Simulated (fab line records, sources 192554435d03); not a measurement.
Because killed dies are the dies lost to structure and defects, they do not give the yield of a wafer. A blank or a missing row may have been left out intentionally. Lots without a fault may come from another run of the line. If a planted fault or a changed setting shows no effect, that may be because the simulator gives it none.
Split-lot study || flow n5_finfet || 7 lots, 39 wafers read, on a route of 1938 steps

== SPLIT DETAILS ==
At N5_SD_ACTIVATION_LSA_01 (time 0.0008 s), the setting temp_c was moved away from the recipe's 1080 C on 15 of the 39 wafers read, by -1.4% to +1.0%. This setting was run at the recipe's value on the other wafers.

The file shows no step between the split and the reading.

== THE READING ==
Measured at N5_SD_ACTIVATION_RS_MEAS_03 by four-point probe: RS_SD_N, in ohm/sq. A value of 21.9 ohm/sq with a standard deviation of 0.31 ohm/sq is what fault-free wafers of this fab line usually give.

{"wafer": "L080.1", "tool, chamber at the split": "laser_anneal-02, 0", "temp_c as run, C": 1080, "against the recipe": "recipe", "RS_SD_N, ohm/sq": 22.4, "against lot-mates on the recipe": "-"}
{"wafer": "L080.2", "tool, chamber at the split": "laser_anneal-02, 0", "temp_c as run, C": 1080, "against the recipe": "recipe", "RS_SD_N, ohm/sq": 22.0, "against lot-mates on the recipe": "-"}
{"wafer": "L080.3", "tool, chamber at the split": "laser_anneal-02, 0", "temp_c as run, C": 1087, "against the recipe": "+0.6%", "RS_SD_N, ohm/sq": 21.3, "against lot-mates on the recipe": -0.9}
{"wafer": "L080.4", "tool, chamber at the split": "laser_anneal-02, 0", "temp_c as run, C": 1080, "against the recipe": "recipe", "RS_SD_N, ohm/sq": 22.2, "against lot-mates on the recipe": "-"}
{"wafer": "L080.5", "tool, chamber at the split": "laser_anneal-02, 0", "temp_c as run, C": 1087, "against the recipe": "+0.6%", "RS_SD_N, ohm/sq": 21.6, "against lot-mates on the recipe": -0.6}
{"wafer": "L080.6", "tool, chamber at the split": "laser_anneal-02, 0", "temp_c as run, C": 1087, "against the recipe": "+0.6%", "RS_SD_N, ohm/sq": 21.3, "against lot-mates on the recipe": -0.9}
{"wafer": "L083.1", "tool, chamber at the split": "laser_anneal-01, 0", "temp_c as run, C": 1067, "against the recipe": "-1.2%", "RS_SD_N, ohm/sq": 23.5, "against lot-mates on the recipe": "+1.6"}
{"wafer": "L083.2", "tool, chamber at the split": "laser_anneal-01, 0", "temp_c as run, C": 1067, "against the recipe": "-1.2%", "RS_SD_N, ohm/sq": 22.9, "against lot-mates on the recipe": "+1.0"}
{"wafer": "L083.3", "tool, chamber at the split": "laser_anneal-01, 0", "temp_c as run, C": 1067, "against the recipe": "-1.2%", "RS_SD_N, ohm/sq": 23.1, "against lot-mates on the recipe": "+1.2"}
{"wafer": "L083.4", "tool, chamber at the split": "laser_anneal-01, 0", "temp_c as run, C": 1080, "against the recipe": "recipe", "RS_SD_N, ohm/sq": 22.1, "against lot-mates on the recipe": "-"}
{"wafer": "L083.5", "tool, chamber at the split": "laser_anneal-01, 0", "temp_c as run, C": 1080, "against the recipe": "recipe", "RS_SD_N, ohm/sq": 21.7, "against lot-mates on the recipe": "-"}
{"wafer": "L083.6", "tool, chamber at the split": "laser_anneal-01, 0", "temp_c as run, C": 1080, "against the recipe": "recipe", "RS_SD_N, ohm/sq": 21.8, "against lot-mates on the recipe": "-"}
{"wafer": "L085.1", "tool, chamber at the split": "laser_anneal-01, 0", "temp_c as run, C": 1080, "against the recipe": "recipe", "RS_SD_N, ohm/sq": 21.9, "against lot-mates on the recipe": "-"}
{"wafer": "L085.2", "tool, chamber at the split": "laser_anneal-01, 0", "temp_c as run, C": 1080, "against the recipe": "recipe", "RS_SD_N, ohm/sq": 21.6, "against lot-mates on the recipe": "-"}
{"wafer": "L085.3", "tool, chamber at the split": "laser_anneal-01, 0", "temp_c as run, C": 1065, "against the recipe": "-1.4%", "RS_SD_N, ohm/sq": 23.5, "against lot-mates on the recipe": "+1.7"}
{"wafer": "L085.4", "tool, chamber at the split": "laser_anneal-01, 0", "temp_c as run, C": 1065, "against the recipe": "-1.4%", "RS_SD_N, ohm/sq": 23.4, "against lot-mates on the recipe": "+1.6"}
{"wafer": "L085.5", "tool, chamber at the split": "laser_anneal-01, 0", "temp_c as run, C": 1080, "against the recipe": "recipe", "RS_SD_N, ohm/sq": 21.9, "against lot-mates on the recipe": "-"}
{"wafer": "L085.6", "tool, chamber at the split": "laser_anneal-01, 0", "temp_c as run, C": 1065, "against the recipe": "-1.4%", "RS_SD_N, ohm/sq": 23.4, "against lot-mates on the recipe": "+1.6"}
{"wafer": "L090.2", "tool, chamber at the split": "laser_anneal-02, 0", "temp_c as run, C": 1080, "against the recipe": "recipe", "RS_SD_N, ohm/sq": 21.5, "against lot-mates on the recipe": "-"}
{"wafer": "L090.3", "tool, chamber at the split": "laser_anneal-02, 0", "temp_c as run, C": 1080, "against the recipe": "recipe", "RS_SD_N, ohm/sq": 21.3, "against lot-mates on the recipe": "-"}
{"wafer": "L090.4", "tool, chamber at the split": "laser_anneal-02, 0", "temp_c as run, C": 1080, "against the recipe": "recipe", "RS_SD_N, ohm/sq": 22.2, "against lot-mates on the recipe": "-"}
{"wafer": "L092.1", "tool, chamber at the split": "laser_anneal-02, 0", "temp_c as run, C": 1080, "against the recipe": "recipe", "RS_SD_N, ohm/sq": 21.6, "against lot-mates on the recipe": "-"}
{"wafer": "L092.2", "tool, chamber at the split": "laser_anneal-02, 0", "temp_c as run, C": 1080, "against the recipe": "recipe", "RS_SD_N, ohm/sq": 21.9, "against lot-mates on the recipe": "-"}
{"wafer": "L092.3", "tool, chamber at the split": "laser_anneal-02, 0", "temp_c as run, C": 1080, "against the recipe": "recipe", "RS_SD_N, ohm/sq": 21.4, "against lot-mates on the recipe": "-"}
{"wafer": "L092.4", "tool, chamber at the split": "laser_anneal-02, 0", "temp_c as run, C": 1080, "against the recipe": "recipe", "RS_SD_N, ohm/sq": 21.6, "against lot-mates on the recipe": "-"}
{"wafer": "L092.5", "tool, chamber at the split": "laser_anneal-02, 0", "temp_c as run, C": 1080, "against the recipe": "recipe", "RS_SD_N, ohm/sq": 21.8, "against lot-mates on the recipe": "-"}
{"wafer": "L092.6", "tool, chamber at the split": "laser_anneal-02, 0", "temp_c as run, C": 1080, "against the recipe": "recipe", "RS_SD_N, ohm/sq": 21.5, "against lot-mates on the recipe": "-"}
{"wafer": "L093.1", "tool, chamber at the split": "laser_anneal-01, 0", "temp_c as run, C": 1080, "against the recipe": "recipe", "RS_SD_N, ohm/sq": 21.7, "against lot-mates on the recipe": "-"}
{"wafer": "L093.2", "tool, chamber at the split": "laser_anneal-01, 0", "temp_c as run, C": 1080, "against the recipe": "recipe", "RS_SD_N, ohm/sq": 22.0, "against lot-mates on the recipe": "-"}
{"wafer": "L093.3", "tool, chamber at the split": "laser_anneal-01, 0", "temp_c as run, C": 1091, "against the recipe": "+1.0%", "RS_SD_N, ohm/sq": 20.7, "against lot-mates on the recipe": -1.0}
{"wafer": "L093.4", "tool, chamber at the split": "laser_anneal-01, 0", "temp_c as run, C": 1080, "against the recipe": "recipe", "RS_SD_N, ohm/sq": 21.5, "against lot-mates on the recipe": "-"}
{"wafer": "L093.5", "tool, chamber at the split": "laser_anneal-01, 0", "temp_c as run, C": 1091, "against the recipe": "+1.0%", "RS_SD_N, ohm/sq": 20.5, "against lot-mates on the recipe": -1.2}
{"wafer": "L093.6", "tool, chamber at the split": "laser_anneal-01, 0", "temp_c as run, C": 1091, "against the recipe": "+1.0%", "RS_SD_N, ohm/sq": 20.5, "against lot-mates on the recipe": -1.2}
{"wafer": "L095.1", "tool, chamber at the split": "laser_anneal-01, 0", "temp_c as run, C": 1080, "against the recipe": "recipe", "RS_SD_N, ohm/sq": 21.8, "against lot-mates on the recipe": "-"}
{"wafer": "L095.2", "tool, chamber at the split": "laser_anneal-01, 0", "temp_c as run, C": 1080, "against the recipe": "recipe", "RS_SD_N, ohm/sq": 21.9, "against lot-mates on the recipe": "-"}
{"wafer": "L095.3", "tool, chamber at the split": "laser_anneal-01, 0", "temp_c as run, C": 1085, "against the recipe": "+0.5%", "RS_SD_N, ohm/sq": 21.1, "against lot-mates on the recipe": -0.7}
{"wafer": "L095.4", "tool, chamber at the split": "laser_anneal-01, 0", "temp_c as run, C": 1085, "against the recipe": "+0.5%", "RS_SD_N, ohm/sq": 21.0, "against lot-mates on the recipe": -0.8}
{"wafer": "L095.5", "tool, chamber at the split": "laser_anneal-01, 0", "temp_c as run, C": 1085, "against the recipe": "+0.5%", "RS_SD_N, ohm/sq": 21.5, "against lot-mates on the recipe": -0.3}
{"wafer": "L095.6", "tool, chamber at the split": "laser_anneal-01, 0", "temp_c as run, C": 1080, "against the recipe": "recipe", "RS_SD_N, ohm/sq": 21.8, "against lot-mates on the recipe": "-"}

THE FIT
A straight line over all 39 wafers: RS_SD_N changes by -1.13 ohm/sq for each +1% of temp_c; r = -0.94; the points scatter about the line by 0.26 ohm/sq.
The same after taking each lot's own level away (the mean of its wafers on the recipe; 39 wafers): -1.16 ohm/sq for each +1%; r = -0.97; scatter 0.2 ohm/sq.
Per that fit: largest temp_c move, reading shift of 1.6 ohm/sq.
The lots' own levels span 21.63 to 22.20 ohm/sq, that is 1.8 times the standard deviation above.
Hence the lot-to-lot level has little effect on the slope; both slopes agree.
Check: +1.57 ohm/sq against its lot-mates is what the line predicts for one of the wafers moved furthest among these (-1.4%) when that wafer is left out of the fit. It came out at +1.7 ohm/sq against them.
Tool readings at the split's step, against how far the setting was moved: wafer_temp_C_max r = +0.94.

== THESE WAFERS: OTHER SPLITS ==
Note: prior to the reading, these wafers also went through further splits. Each is held against what the fit with the lots' levels taken away leaves over:
{"other split on the same wafers": "N5_DUMMY_GATE_ETCH_32 time_s", "wafers away from the commonest value": 15, "r with RS_SD_N (lot level and that fit taken away)": -0.03}

== THE WHOLE CHAIN: every reading that the file lists as answering this split, in the file's order ==
{"step": "N5_SD_ACTIVATION_LSA_01", "what it does": "time 0.0008 s", "reading": "wafer_temp_C_max", "change (the file's fit)": "withheld for each +1% of the setting", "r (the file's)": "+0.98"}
{"step": "N5_SD_ACTIVATION_RS_MEAS_03", "what it does": "measures by four-point-probe", "reading": "RS_SD_N", "change (the file's fit)": "-1.16 for each +1% of the setting", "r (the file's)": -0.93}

== FILE'S OWN FIT ==
RS_SD_N changes by -1.16 ohm/sq for each +1% of temp_c, r = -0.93.
